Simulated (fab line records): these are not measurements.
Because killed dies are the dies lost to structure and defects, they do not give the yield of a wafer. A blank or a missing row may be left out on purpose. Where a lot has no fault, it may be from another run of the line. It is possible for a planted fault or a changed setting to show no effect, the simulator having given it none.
fab line records + flow n5Finfet
[record]
- lots = 4
- wafers = 12
- lastDay = 17
route steps=1938 shown BEOL_M0_SAQP@674 BEOL_M4@1111 PASSIVATION@1936
lots that met no fault: from a run of the same line without faults
startH: start of the lot's first displayed wafer, in hours after the record's first day + waitH: hours elapsed since this lot's preceding step + " the same as in the row above + L1.1+2: a single row standing in for several wafers + - no value, or no start given + * or withheld: withheld + < > ~ a bound
route shown NAME@n: names a module that has steps shown in the file, with the first one's number in the route + usual: average and standard deviation across the fault-free wafers + same: alike in all rows + chamber/n: place in a boat + sites: each site's reading + _std_site: their standard deviation + _edge_site: the outer-site mean with the inner-site mean subtracted + radiusMm: how far each site lies from the wafer's centre + mask NAME#n: copy n + behind: the most recent tool/chamber to have shaped the wafer + hold: why the lot went on hold/how many hours it stayed there/how the hold came to an end + device: transistor that didn't switch, given as n, p or np + end of line: the same wafers' tests at the end of the route + a step with no rows: only its recipe + killed: the dies lost at the first sort to structure and to defects; this is not the yield of the wafer + map: the dies of a wafer, with x for killed, . for not killed, _ for no die there
set.NAME: the run value of the setting; set.NAME@STEP: its run value at that earlier step + model.NAME: the simulator's own value behind a step, which no gauge read
a table for each step, a row for each wafer; lots at some steps of the route
services: when a tool's chamber went out of use (startH, in hours from the record's first day, below 0 if earlier), for how many hours, and the reason
[[steps]]
[step N5_BEOL_M0_SAQP_STRIP_108]
[recipe]
- chemistry = N2/H2
- powerW = 500
- tempC = 40
- pressureMtorr = 50
- rfFrequencyHz = 6e+07
- overashFraction = 0.3
- biasPowerW = 28
- h2Frac = 0.5
- n2FlowSccm = 300
- h2FlowSccm = 300
[step N5_BEOL_M0_SAQP_RECESS_109]
[recipe]
- chemistry = HF/NH3
- target = SiO2
- targetDepthA = 30
- afsCycles = 1
- tempC = 30
- sublimationTempC = 180
- sublimationTimeS = 60
[step N5_BEOL_M0_SAQP_SPACER2_ALD_26]
[recipe]
- material = SiO2
- targetThkA = 150
- tempC = 300
- aldPrecursorFamily = BDEAS
- aldCoReactant = O2-plasma
- pulseTimeS = 1
- purgeTimeS = 2
- coReactantPurgeTimeS = 2
- pressureTorr = 2
[step N5_BEOL_M0_SAQP_SPACER2_ETCHBACK_27]
[recipe]
- chemistry = CHF3/O2
- mode = anisotropicEtchback
- target = SiO2
- targetDepthA = 225
- timeS = 11.25
- pressureMtorr = 30
- sourceW = 650
- biasW = 170
- Ar_flow_sccm = 200
- CHF3_flow_sccm = 50
- O2_flow_sccm = 5
- ionEnergyEv = 200
[step N5_BEOL_M0_SAQP_MANDREL2_REMOVE_110]
[recipe]
- chemistry = HBr/Cl2/O2
- btTimeS = 10
- target = a-Si
- stopOn = SiCN
- endpoint = OES-SiCl
- overEtchFrac = 1
- icpW = 600
- biasW = 30
- HBr_flow_sccm = 150
- Cl2_flow_sccm = 80
- O2_flow_sccm = 5
- pressureMtorr = 10
[step N5_BEOL_M0_SAQP_COAT_69]
[recipe]
- resist = SOC
- tempC = 250
- timeS = 60
- spinRpm = 1500
- resistThkNm = 90
[step N5_BEOL_M0_SAQP_COAT_72]
[recipe]
- resist = SiARC
- tempC = 220
- timeS = 60
- spinRpm = 1500
- resistThkNm = 15
[step N5_BEOL_M0_SAQP_COAT_87]
[recipe]
- resist = underlayer
- tempC = 205
- timeS = 60
- spinRpm = 1500
- resistThkNm = 5
[step N5_BEOL_M0_SAQP_COAT_34]
[recipe]
- resist = CAR-EUV
- spinRpm = 1500
- resistThkNm = 30
[step N5_BEOL_M0_SAQP_EBR_36]
[recipe]
- solvent = PGMEA
- ebrWidthMm = 1.5
[step N5_BEOL_M0_SAQP_SOFTBAKE_35]
[recipe]
- tempC = 110
- timeS = 60
- resist = CAR-EUV
[step N5_BEOL_M0_SAQP_EXPOSE_37]
[recipe]
- maskId = M0_CUT1
- na = 0.33
- sourceShape = annular
- sigmaInner = 0.35
- sigmaOuter = 0.8
- polarization = unpolarized
- targetCdNm = 30
- doseMj = 44.75
[usual]
- exposureDoseMJCm2 = 44.66/0.049
| lot.wafer | tool          | chamber | startH | waitH | mask      | exposureDoseMJCm2 |
|-----------|---------------|---------|--------|-------|-----------|-------------------|
| L667.2    | euvScanner-02 | 0       | 149.79 | -     | M0_CUT1#0 | 44.55             |
| L667.4    | "             | 0       | "      | "     | M0_CUT1#0 | 44.59             |
| L667.6    | "             | 0       | "      | "     | M0_CUT1#0 | 44.59             |
| L672.1    | euvScanner-01 | 0       | 189.49 | -     | M0_CUT1#0 | 44.71             |
| L672.3    | "             | 0       | "      | "     | M0_CUT1#0 | 44.67             |
| L672.5    | "             | 0       | "      | "     | M0_CUT1#0 | 44.64             |
| L680.2    | euvScanner-01 | 0       | 231.57 | -     | M0_CUT1#0 | 45.42             |
| L680.3    | "             | 0       | "      | "     | M0_CUT1#0 | 45.44             |
| L680.5    | "             | 0       | "      | "     | M0_CUT1#0 | 45.43             |
| L683.1    | euvScanner-01 | 0       | 245.38 | -     | M0_CUT1#0 | 45.24             |
| L683.2    | "             | 0       | "      | "     | M0_CUT1#0 | 45.20             |
| L683.6    | "             | 0       | "      | "     | M0_CUT1#0 | 45.19             |
[step N5_BEOL_M0_SAQP_PEB_38]
[recipe]
- pebTempC = 100
- pebTimeS = 60
- resist = CAR-EUV
[step N5_BEOL_M0_SAQP_DEVELOP_39]
[recipe]
- developTimeS = 30
- developer = TMAH
- resist = CAR-EUV
- rinseLiquid = surfactantRinse
- dry = airSpin
- devTempC = 23
[step N5_BEOL_M0_SAQP_DESCUM_45]
[recipe]
- chemistry = O2
- timeS = 7
- sourcePowerW = 50
- biasPowerW = 20
- pressureMtorr = 20
- rfFrequencyHz = 2.712e+07
- tempC = 40
- resist = CAR-EUV
- o2FlowSccm = 225
[usual]
- drypumpMotorCurrentA = 5.8/0.58
- oesProductAu = 0.77/0.089
- rfVppV = 243.1/1.6
- showerheadPlenumPTorr = 2.10/0.085
- throttleValvePct = 20.41/0.18
| lot.wafer | tool       | chamber | startH | waitH | drypumpMotorCurrentA | oesProductAu | rfHoursCounterH | rfVppV | showerheadPlenumPTorr | throttleValvePct | model.BEOL_M0_SAQP.cdNm |
|-----------|------------|---------|--------|-------|----------------------|--------------|-----------------|--------|-----------------------|------------------|-------------------------|
| L667.2    | rieDiel-04 | 0       | 150.04 | 0.0   | 5.4                  | 0.78         | 149             | 243.6  | 2.18                  | 20.53            | 30                      |
| L667.4    | "          | 3       | "      | "     | 6.8                  | 0.70         | -               | 240.4  | 1.99                  | 20.21            | 30                      |
| L667.6    | "          | 0       | "      | "     | 5.4                  | 0.78         | -               | 244.1  | 2.17                  | 20.53            | 30                      |
| L672.1    | rieDiel-04 | 1       | 189.75 | 0.0   | 5.4                  | 0.95         | 10              | 244.8  | 2.13                  | 20.28            | 30                      |
| L672.3    | "          | 0       | "      | "     | 5.4                  | 0.77         | 160             | 245.8  | 2.17                  | 20.53            | 30                      |
| L672.5    | "          | 2       | "      | "     | 6.1                  | 0.70         | -               | 242.0  | 2.07                  | 20.58            | 30                      |
| L680.2    | rieDiel-03 | 1       | 231.82 | 0.0   | 6.1                  | 0.73         | 159             | 244.7  | 2.19                  | 20.60            | 30.2                    |
| L680.3    | "          | 2       | "      | "     | 5.5                  | 0.72         | 205             | 242.9  | 2.07                  | 20.54            | 30.4                    |
| L680.5    | "          | 2       | "      | "     | 5.5                  | 0.72         | -               | 243.9  | 2.07                  | 20.53            | 30.4                    |
| L683.1    | rieDiel-04 | 0       | 245.67 | 0.1   | 5.4                  | 0.75         | 180             | 244.0  | 2.16                  | 20.56            | 30.4                    |
| L683.2    | "          | 3       | "      | "     | 6.8                  | 0.66         | 234             | 240.6  | 1.98                  | 20.27            | 30.2                    |
| L683.6    | "          | 2       | "      | "     | 6.1                  | 0.69         | -               | 242.4  | 2.06                  | 20.61            | 30.4                    |
[step N5_BEOL_M0_SAQP_ETCH_88]
[recipe]
- chemistry = N2/H2
- target = underlayer
- targetDepthA = 65
- timeS = 5.2
- ionEnergyEv = 200
- maskMaterial = CAR-EUV
- pressureMtorr = 30
- sourceW = 840
- biasW = 150
- n2FlowSccm = 200
- h2FlowSccm = 200
- ends = cleared
[step N5_BEOL_M0_SAQP_ETCH_73]
[recipe]
- chemistry = CF4
- target = SiARC
- targetDepthA = 195
- maskMaterial = CAR-EUV
- timeS = 32.5
- ionEnergyEv = 80
- pressureMtorr = 40
- sourceW = 545
- biasW = 36
- Ar_flow_sccm = 100
- cf4FlowSccm = 100
- ends = cleared
[step N5_BEOL_M0_SAQP_CUT_ETCH_46]
[recipe]
- chemistry = N2/H2
- target = SOC
- targetDepthA = 1350
- overetchA = 270
- tempC = 40
- timeS = 202.5
- ionEnergyEv = 200
- maskMaterial = SiARC
- pressureMtorr = 30
- sourceW = 840
- biasW = 150
- n2FlowSccm = 200
- h2FlowSccm = 200
[step N5_BEOL_M0_SAQP_STRIP_74]
[recipe]
- chemistry = N2/H2
- tempC = 40
- n2FlowSccm = 200
- h2FlowSccm = 200
- rfFrequencyHz = 6e+07
[step N5_BEOL_M0_SAQP_STRIP_89]
[recipe]
- chemistry = N2/H2
- tempC = 40
- n2FlowSccm = 200
- h2FlowSccm = 200
- rfFrequencyHz = 6e+07
[step N5_BEOL_M0_SAQP_ALD_48]
[recipe]
- material = SiO2
- targetThkA = 200
- tempC = 100
- aldPrecursorFamily = BDEAS
- aldCoReactant = O2-plasma
- pulseTimeS = 1
- coReactantPulseTimeS = 1
- purgeTimeS = 2
- coReactantPurgeTimeS = 2
- aldCycles = 139
- pressureTorr = 2
[step N5_BEOL_M0_SAQP_ETCH_49]
[recipe]
- chemistry = CF4/O2
- targetDepthA = 370
- target = SiO2
- pressureMtorr = 40
- sourceW = 535
- biasW = 49
- Ar_flow_sccm = 100
- cf4FlowSccm = 100
- O2_flow_sccm = 10
- ionEnergyEv = 100
[usual]
- drypumpMotorCurrentA = 5.8/0.56
- oesProductAu = 0.79/0.099
- rfVppV = 241/3
- showerheadPlenumPTorr = 2.22/0.083
- throttleValvePct = 15.82/0.21
| lot.wafer | tool       | chamber | startH | waitH | drypumpMotorCurrentA | oesProductAu | rfHoursCounterH | rfVppV | showerheadPlenumPTorr | throttleValvePct | model.BEOL_M0_SAQP.cdNm |
|-----------|------------|---------|--------|-------|----------------------|--------------|-----------------|--------|-----------------------|------------------|-------------------------|
| L667.2    | rieDiel-01 | 2       | 150.85 | 0.3   | 6.6                  | 0.68         | 241             | 241    | 2.17                  | 16.21            | 30.2                    |
| L667.4    | "          | 2       | "      | "     | 6.6                  | 0.67         | -               | 240    | 2.17                  | 16.20            | 29.8                    |
| L667.6    | "          | 3       | "      | "     | 6.2                  | 0.79         | -               | 245    | 2.13                  | 15.63            | 30                      |
| L672.1    | rieDiel-01 | 0       | 190.74 | 0.3   | 5.8                  | 0.93         | 25              | 238    | 2.33                  | 15.56            | 30                      |
| L672.3    | "          | 3       | "      | "     | 6.2                  | 0.78         | 111             | 244    | 2.13                  | 15.65            | 30.4                    |
| L672.5    | "          | 1       | "      | "     | 4.7                  | 0.96         | -               | 243    | 2.26                  | 15.72            | 30.2                    |
| L680.2    | rieDiel-04 | 3       | 232.72 | 0.4   | 6.8                  | 0.68         | 229             | 239    | 2.09                  | 15.80            | 30.4                    |
| L680.3    | "          | 0       | "      | "     | 5.4                  | 0.76         | 175             | 239    | 2.29                  | 16.05            | 30.8                    |
| L680.5    | "          | 0       | "      | "     | 5.4                  | 0.76         | -               | 238    | 2.29                  | 16.04            | 30.4                    |
| L683.1    | rieDiel-03 | 1       | 247.41 | 0.3   | 6.1                  | 0.72         | 164             | 245    | 2.29                  | 15.99            | 30.2                    |
| L683.2    | "          | 3       | "      | "     | 6.4                  | 0.87         | 34              | 246    | 2.34                  | 15.52            | 30                      |
| L683.6    | "          | 0       | "      | "     | 5.2                  | 0.71         | -               | 237    | 2.11                  | 15.80            | 30.4                    |
[step N5_BEOL_M0_SAQP_STRIP_75]
[recipe]
- chemistry = CF4
- resist = SiARC
- powerW = 300
- biasPowerW = 75
- pressureMtorr = 50
- cf4FlowSccm = 150
- rfFrequencyHz = 6e+07
[step N5_BEOL_M4_RC_MEAS_101]
[usual]
- DIBL_N = 35.9/1.4
- DIBL_P = 35.9/1.7
- IOFF_N = 0.155/0.023
- IOFF_P = 0.201/0.029
- ION_N = 672/8.8
- ION_P = 460/7
- SS_N = 71.6/0.48
- SS_P = 73.1/0.64
- VT_N = 250.0/3
- VT_P = -251.6/3
| lot.wafer | tool      | chamber | startH | waitH | DIBL_N[mV/V] | DIBL_P[mV/V] | IOFF_N[nA/um] | IOFF_P[nA/um] | ION_N[uA/um] | ION_P[uA/um] | SS_N[mV/dec] | SS_P[mV/dec] | VT_N[mV] | VT_P[mV] |
|-----------|-----------|---------|--------|-------|--------------|--------------|---------------|---------------|--------------|--------------|--------------|--------------|----------|----------|
| L667.2    | prober-01 | 0       | 202.22 | 0.2   | 36.9         | 38.2         | 0.183         | 0.197         | 681          | 455          | 71.2         | 74.0         | 247.5    | -254.0   |
| L667.4    | "         | 0       | "      | "     | 35.1         | 36.5         | 0.151         | 0.170         | 669          | 454          | 71.2         | 72.7         | 251.0    | -257.4   |
| L667.6    | "         | 0       | "      | "     | 36.3         | 37.8         | 0.163         | 0.192         | 675          | 452          | 72.1         | 73.1         | 249.7    | -253.4   |
| L672.1    | prober-01 | 0       | 248.38 | 0.0   | 35.2         | 37.6         | 0.181         | 0.236         | 675          | 470          | 71.9         | 73.9         | 246.2    | -250.2   |
| L672.3    | "         | 0       | "      | "     | 33.8         | 36.1         | 0.148         | 0.212         | 672          | 468          | 72.0         | 72.9         | 249.1    | -249.2   |
| L672.5    | "         | 0       | "      | "     | 34.0         | 36.5         | 0.150         | 0.210         | 680          | 467          | 71.3         | 72.2         | 249.6    | -248.4   |
| L680.2    | prober-01 | 0       | 287.10 | 0.2   | 34.0         | 34.7         | 0.131         | 0.174         | 676          | 460          | 71.5         | 72.6         | 251.9    | -253.8   |
| L680.3    | "         | 0       | "      | "     | 35.0         | 36.3         | 0.146         | 0.193         | 669          | 458          | 71.9         | 73.5         | 250.7    | -253.0   |
| L680.5    | "         | 0       | "      | "     | 34.5         | 34.6         | 0.133         | 0.170         | 661          | 452          | 71.6         | 72.5         | 252.8    | -253.6   |
| L683.1    | prober-01 | 0       | 305.76 | 0.2   | 36.1         | 34.9         | 0.146         | 0.175         | 668          | 452          | 71.7         | 73.5         | 250.2    | -255.3   |
| L683.2    | "         | 0       | "      | "     | 34.4         | 33.7         | 0.118         | 0.161         | 665          | 456          | 71.0         | 73.4         | 254.4    | -255.5   |
| L683.6    | "         | 0       | "      | "     | 35.7         | 35.3         | 0.139         | 0.182         | 662          | 452          | 71.7         | 73.2         | 252.2    | -253.5   |
[step N5_PASSIVATION_PROBE_49]
[usual]
- defectLimitedYield = 91.7/1.5
- killed_at_M0_to_M3 = 30/8.6
- killed_at_M4_up = 12/4.5
- killedAtContacts = 13/5.8
- killedAtFrontEnd = 38/11
- killedAtOther = 4/3
- killedDies = 97/17
- killedOpen = 63/12
- killedShort = 32/8.8
- sort_bin_5_function = 4.8/0.91
- sort_bin_6_memory = 3.1/0.68
- sortNPass = 1083/17
- sortYieldPct = 91.7/1.5
[same]
- grossDies = 1180
- killedAtBackSide = 0
- sort_bin_4_leakage[%] = 0
- sort_bin_8_speed[%] = 0
| lot.wafer | tool      | chamber | startH | waitH | defectLimitedYield[%] | killed_at_M0_to_M3 | killed_at_M4_up | killedAtContacts | killedAtFrontEnd | killedAtOther | killedDies | killedOpen | killedShort | sort_bin_5_function[%] | sort_bin_6_memory[%] | sortNPass | sortYieldPct[%] |
|-----------|-----------|---------|--------|-------|-----------------------|--------------------|-----------------|------------------|------------------|---------------|------------|------------|-------------|------------------------|----------------------|-----------|-----------------|
| L680.2    | prober-02 | -       | 391.06 | 0.1   | 90.3                  | 25                 | 11              | 10               | 56               | 13            | 115        | 64         | 50          | 5.3                    | 4.1                  | 1065      | 90.3            |
| L680.3    | prober-02 | -       | 391.11 | 0.1   | 92.7                  | 34                 | 10              | 4                | 31               | 7             | 86         | 61         | 22          | 4.3                    | 2.9                  | 1094      | 92.7            |
| L683.1    | prober-01 | -       | 415.81 | 0.0   | 93.4                  | 30                 | 8               | 9                | 31               | 0             | 78         | 52         | 25          | 3.9                    | 2.4                  | 1102      | 93.4            |
| L683.2    | prober-01 | -       | 415.86 | 0.1   | 91.9                  | 28                 | 14              | 11               | 41               | 2             | 96         | 65         | 30          | 4.7                    | 3.1                  | 1084      | 91.9            |
| L683.6    | prober-01 | -       | 416.06 | 0.3   | 93.4                  | 20                 | 8               | 16               | 29               | 5             | 78         | 48         | 27          | 4.0                    | 2.1                  | 1102      | 93.4            |
// killed by level:class
L680.2 STI_FIN_REVEAL:geometricParticle:open=13 FIN_SAQP:geometricParticle:short=11 FIN_SAQP:geometricParticle:open=10 MOL_CONTACT_COAG:geometricParticle:open=9 STI_FIN_REVEAL:geometricParticle:short=7 BEOL_M0_SAQP:geometricParticle:short=7 BEOL_M3:geometricParticle:open=5 BEOL_M0_SAQP:geometricParticle:open=5
L680.3 FIN_SAQP:geometricParticle:open=9 BEOL_M0_SAQP:geometricParticle:short=7 BEOL_M2:geometricParticle:open=7 STI_FIN_REVEAL:geometricParticle:open=6 BEOL_M0_SAQP:geometricParticle:open=6 BEOL_M0:geometricParticle:short=5 GATE_CUT:geometricParticle:open=4 MOL_CONTACT_COAG:geometricParticle:open=4
L683.1 BEOL_M3:geometricParticle:open=8 BEOL_M0_SAQP:geometricParticle:short=6 BEOL_M1:geometricParticle:open=6 FIN_SAQP:geometricParticle:short=5 BEOL_M0_SAQP:geometricParticle:open=5 STI_FIN_REVEAL:geometricParticle:open=5 MOL_CONTACT_COAG:geometricParticle:open=5 DUMMY_GATE:geometricParticle:open=4
L683.2 STI_FIN_REVEAL:geometricParticle:open=11 MOL_CONTACT_COAG:geometricParticle:open=9 BEOL_M1:geometricParticle:open=8 BEOL_M0_SAQP:geometricParticle:open=7 BEOL_M4:geometricParticle:open=7 FIN_SAQP:geometricParticle:open=6 FIN_SAQP:geometricParticle:short=6 BEOL_M0_SAQP:geometricParticle:short=5
L683.6 MOL_CONTACT_COAG:geometricParticle:open=10 FIN_SAQP:geometricParticle:short=6 STI_FIN_REVEAL:geometricParticle:open=6 MOL_CONTACT_COAG:geometricParticle:short=6 BEOL_M3:geometricParticle:open=5 BEOL_M0_SAQP:geometricParticle:short=4 BEOL_M1:geometricParticle:open=4 BEOL_M5:geometricParticle:open=4
[[services]]
| tool          | chamber | startH | hours | kind                        |
|---------------|---------|--------|-------|-----------------------------|
| euvScanner-01 | -       | 127.41 | 1.0   | pm                          |
| euvScanner-01 | -       | 130.37 | 4.6   | pm                          |
| euvScanner-01 | -       | 136.30 | 2.4   | repair                      |
| euvScanner-02 | -       | 144.20 | 1.0   | pm                          |
| rieDiel-04    | 1       | 149.68 | -     | clean                       |
| rieDiel-04    | 1       | 149.68 | -     | consumableReplace:focusRing |
| rieDiel-04    | 1       | 149.68 | 11.9  | scheduledDown               |
| rieDiel-04    | 1       | 149.68 | 11.9  | ventCycle                   |
| rieDiel-04    | 0       | 161.53 | 6.6   | repair                      |
| rieDiel-03    | 1       | 175.27 | 12.3  | repair                      |
| euvScanner-01 | -       | 183.56 | 1.0   | pm                          |
| rieDiel-04    | 3       | 193.45 | 8.9   | repair                      |
| euvScanner-02 | -       | 200.35 | 1.0   | pm                          |
| rieDiel-04    | -       | 211.67 | 2.8   | pm                          |
| euvScanner-01 | -       | 211.95 | 6.2   | pm                          |
| rieDiel-01    | -       | 217.33 | 9.7   | repair                      |
| rieDiel-04    | -       | 217.33 | 2.1   | repair                      |
| rieDiel-01    | -       | 229.97 | 2.8   | pm                          |
| rieDiel-04    | 1       | 239.23 | 6.4   | repair                      |
| euvScanner-01 | -       | 239.71 | 1.0   | pm                          |
| euvScanner-02 | -       | 244.92 | 4.6   | pm                          |
| rieDiel-04    | 2       | 247.20 | -     | clean                       |
| rieDiel-04    | 2       | 247.20 | -     | consumableReplace:focusRing |
| rieDiel-04    | 2       | 247.20 | 17.3  | scheduledDown               |
[[key]]
[firstSign]
- step = N5_BEOL_M0_SAQP_EXPOSE_37
- reading = exposureDoseMJCm2
- direction = up
- sigmas = 14
- usual = 44.66
- struck = 45.32
effect none on later readings
[modelEffect]
- step = N5_BEOL_M0_SAQP_DESCUM_45
- value = BEOL_M0_SAQP.cdNm
- without = 30.07
- struck = 30.33
[modelEffect]
- step = N5_BEOL_M0_SAQP_ETCH_49
- value = BEOL_M0_SAQP.cdNm
- without = 30.07
- struck = 30.37
metAt N5_BEOL_M0_SAQP_EXPOSE_37
struckWafers L680.2,L680.3,L680.5,L683.1,L683.2,L683.6
[loopTrim]
- step = N5_BEOL_M0_SAQP_EXPOSE_37
- setting = dose
- lots = L683
onsetBetween 189.49 231.57
[fault]
- kind = processParameterDrift
- tool = euvScanner-01
- chamber = -
- onsetH = 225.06
- steps = N5_BEOL_M0_SAQP_EXPOSE_37
- channel = doseMj
- offset = 0.70414
- shape = step
- actsIn = theseRecipesOnly
- stated = 44.75
// loopTrim: a control loop set the setting to another value than it would have without faults
